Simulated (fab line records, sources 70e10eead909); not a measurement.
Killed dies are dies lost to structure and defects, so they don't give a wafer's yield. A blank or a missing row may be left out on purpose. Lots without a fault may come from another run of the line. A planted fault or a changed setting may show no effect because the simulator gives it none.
Chamber matching | flow nand_harc | NHARC_THIN_TSV_ETCHBACK_48 on rie_diel-03: 4 sister chambers
The step etches the open film in C4F8/Ar, target depth 1028.5 nm, time 405.17 s. 4 wafers are shown with their chamber, then 7 later ones without.

WAFERS WITH THEIR CHAMBER
wafer  | chamber | rf_vpp_V (V)
L248.2 | 0       | 551
L255.2 | 3       | 543
L253.1 | 1       | 545
L253.2 | 2       | 549

WAFERS WITHOUT THEIR CHAMBER
wafer  | rf_vpp_V (V)
L253.6 | 543
L260.1 | 544
L260.2 | 544
L260.6 | 543
L259.1 | 543
L259.4 | 551
L259.5 | 552

WHICH CHAMBER EACH WENT THROUGH
wafer  | from the rows above     | in truth
L253.6 | 3                       | 3
L260.1 | can't be placed: 1 or 3 | 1
L260.2 | can't be placed: 1 or 3 | 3
L260.6 | 3                       | 3
L259.1 | 3                       | 3
L259.4 | 0                       | 0
L259.5 | 0                       | 0
Placed correctly: 5 of 7. Can't be placed from these rows: 2 (the true chamber is among the candidates in 2). Placed wrongly: 0.
How it was worked out, from the rows above alone: a wafer's distance from a chamber is the root of the sum, over the readings, of the square of ((its reading less the chamber's mean) divided by the reading's scatter). The wafer belongs to the nearest chamber; if the next one is less than 2 further off, it can't be placed. A chamber's mean is the mean of its shown wafers. The scatter: with one shown wafer a chamber, the root of the mean of the squares of how far each hidden wafer lies from its nearest shown one.
